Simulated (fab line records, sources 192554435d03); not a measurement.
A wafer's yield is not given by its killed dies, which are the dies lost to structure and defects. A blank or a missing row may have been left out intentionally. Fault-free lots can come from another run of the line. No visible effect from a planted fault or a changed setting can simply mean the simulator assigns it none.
Matching of chambers :: flow n5-finfet :: 4 sister chambers for N5_STI_FIN_REVEAL_ETCHBACK_08 on rie-diel-04
The step etches SiO2 in C4F6/O2, target depth 30.5 nm, time 10.167 s. 22 wafers are shown with their chamber, then 11 later ones without.

WAFERS PAIRED WITH THEIR CHAMBERS
wafer: L075.1
chamber: 0
rf-vpp-V (V): 673
throttle-valve-pct (%): 21.18
drypump-motor-current-A (A): 5.8

wafer: L075.3
chamber: 3
rf-vpp-V (V): 634
throttle-valve-pct (%): 20.76
drypump-motor-current-A (A): 6.6

wafer: L075.6
chamber: 3
rf-vpp-V (V): 633
throttle-valve-pct (%): 20.77
drypump-motor-current-A (A): 6.6

wafer: L077.3
chamber: 0
rf-vpp-V (V): 673
throttle-valve-pct (%): 21.18
drypump-motor-current-A (A): 5.8

wafer: L077.5
chamber: 3
rf-vpp-V (V): 632
throttle-valve-pct (%): 20.79
drypump-motor-current-A (A): 6.6

wafer: L077.6
chamber: 0
rf-vpp-V (V): 671
throttle-valve-pct (%): 21.18
drypump-motor-current-A (A): 5.7

wafer: L078.2
chamber: 2
rf-vpp-V (V): 691
throttle-valve-pct (%): 20.76
drypump-motor-current-A (A): 4.9

wafer: L078.4
chamber: 0
rf-vpp-V (V): 671
throttle-valve-pct (%): 21.20
drypump-motor-current-A (A): 5.7

wafer: L078.6
chamber: 1
rf-vpp-V (V): 693
throttle-valve-pct (%): 21.23
drypump-motor-current-A (A): 6.3

wafer: L079.2
chamber: 3
rf-vpp-V (V): 632
throttle-valve-pct (%): 20.79
drypump-motor-current-A (A): 6.5

wafer: L079.3
chamber: 0
rf-vpp-V (V): 673
throttle-valve-pct (%): 21.18
drypump-motor-current-A (A): 5.7

wafer: L079.4
chamber: 1
rf-vpp-V (V): 693
throttle-valve-pct (%): 21.21
drypump-motor-current-A (A): 6.3

wafer: L080.2
chamber: 0
rf-vpp-V (V): 672
throttle-valve-pct (%): 21.20
drypump-motor-current-A (A): 5.8

wafer: L080.3
chamber: 2
rf-vpp-V (V): 690
throttle-valve-pct (%): 20.78
drypump-motor-current-A (A): 4.9

wafer: L080.5
chamber: 0
rf-vpp-V (V): 671
throttle-valve-pct (%): 21.20
drypump-motor-current-A (A): 5.7

wafer: L083.2
chamber: 2
rf-vpp-V (V): 691
throttle-valve-pct (%): 20.77
drypump-motor-current-A (A): 4.9

wafer: L083.3
chamber: 1
rf-vpp-V (V): 694
throttle-valve-pct (%): 21.22
drypump-motor-current-A (A): 6.3

wafer: L083.4
chamber: 3
rf-vpp-V (V): 632
throttle-valve-pct (%): 20.80
drypump-motor-current-A (A): 6.5

wafer: L085.1
chamber: 3
rf-vpp-V (V): 632
throttle-valve-pct (%): 20.78
drypump-motor-current-A (A): 6.5

wafer: L085.2
chamber: 1
rf-vpp-V (V): 693
throttle-valve-pct (%): 21.22
drypump-motor-current-A (A): 6.4

wafer: L085.3
chamber: 0
rf-vpp-V (V): 672
throttle-valve-pct (%): 21.20
drypump-motor-current-A (A): 5.8

wafer: L086.3
chamber: 3
rf-vpp-V (V): 632
throttle-valve-pct (%): 20.80
drypump-motor-current-A (A): 6.5

SIGNATURES (averages over the wafers above)
reading: rf-vpp-V
chamber 0: 672.00
chamber 1: 693.25
chamber 2: 690.67
chamber 3: 632.43
scatter within a chamber: 0.786

reading: throttle-valve-pct
chamber 0: 21.1900
chamber 1: 21.2200
chamber 2: 20.7700
chamber 3: 20.7843
scatter within a chamber: 0.012

reading: drypump-motor-current-A
chamber 0: 5.750
chamber 1: 6.325
chamber 2: 4.900
chamber 3: 6.543
scatter within a chamber: 0.0498
Rule: a wafer lies at a distance from a chamber equal to the root of the sum of squares, over the readings, of (its reading less the chamber's mean, divided by the reading's scatter). The wafer belongs to the nearest chamber; if the next one is less than 2 further off, it can't be placed. The scatter: the root of (the sum of the squares of (reading less its chamber's mean) over the shown wafers, divided by (wafers less chambers)).

WAFERS WHOSE CHAMBER IS MISSING
wafer: L086.4
rf-vpp-V (V): 693
throttle-valve-pct (%): 21.25
drypump-motor-current-A (A): 6.3

wafer: L086.5
rf-vpp-V (V): 691
throttle-valve-pct (%): 20.78
drypump-motor-current-A (A): 4.9

wafer: L092.1
rf-vpp-V (V): 632
throttle-valve-pct (%): 20.83
drypump-motor-current-A (A): 6.6

wafer: L092.4
rf-vpp-V (V): 691
throttle-valve-pct (%): 20.80
drypump-motor-current-A (A): 4.9

wafer: L092.6
rf-vpp-V (V): 692
throttle-valve-pct (%): 21.25
drypump-motor-current-A (A): 6.3

wafer: L095.2
rf-vpp-V (V): 689
throttle-valve-pct (%): 20.79
drypump-motor-current-A (A): 4.9

wafer: L095.3
rf-vpp-V (V): 694
throttle-valve-pct (%): 21.25
drypump-motor-current-A (A): 6.4

wafer: L095.5
rf-vpp-V (V): 672
throttle-valve-pct (%): 21.22
drypump-motor-current-A (A): 5.7

wafer: L096.2
rf-vpp-V (V): 694
throttle-valve-pct (%): 21.27
drypump-motor-current-A (A): 6.3

wafer: L096.3
rf-vpp-V (V): 691
throttle-valve-pct (%): 20.81
drypump-motor-current-A (A): 4.9

wafer: L096.4
rf-vpp-V (V): 671
throttle-valve-pct (%): 21.23
drypump-motor-current-A (A): 5.8

EACH ONE'S CHAMBER
wafer: L086.4
from the rows above: 1
in truth: 1

wafer: L086.5
from the rows above: 2
in truth: 2

wafer: L092.1
from the rows above: 3
in truth: 3

wafer: L092.4
from the rows above: 2
in truth: 2

wafer: L092.6
from the rows above: 1
in truth: 1

wafer: L095.2
from the rows above: 2
in truth: 2

wafer: L095.3
from the rows above: 1
in truth: 1

wafer: L095.5
from the rows above: 0
in truth: 0

wafer: L096.2
from the rows above: 1
in truth: 1

wafer: L096.3
from the rows above: 2
in truth: 2

wafer: L096.4
from the rows above: 0
in truth: 0
11 of 11 placed correctly. Left unplaced by these rows: 0. Number placed wrongly: 0.
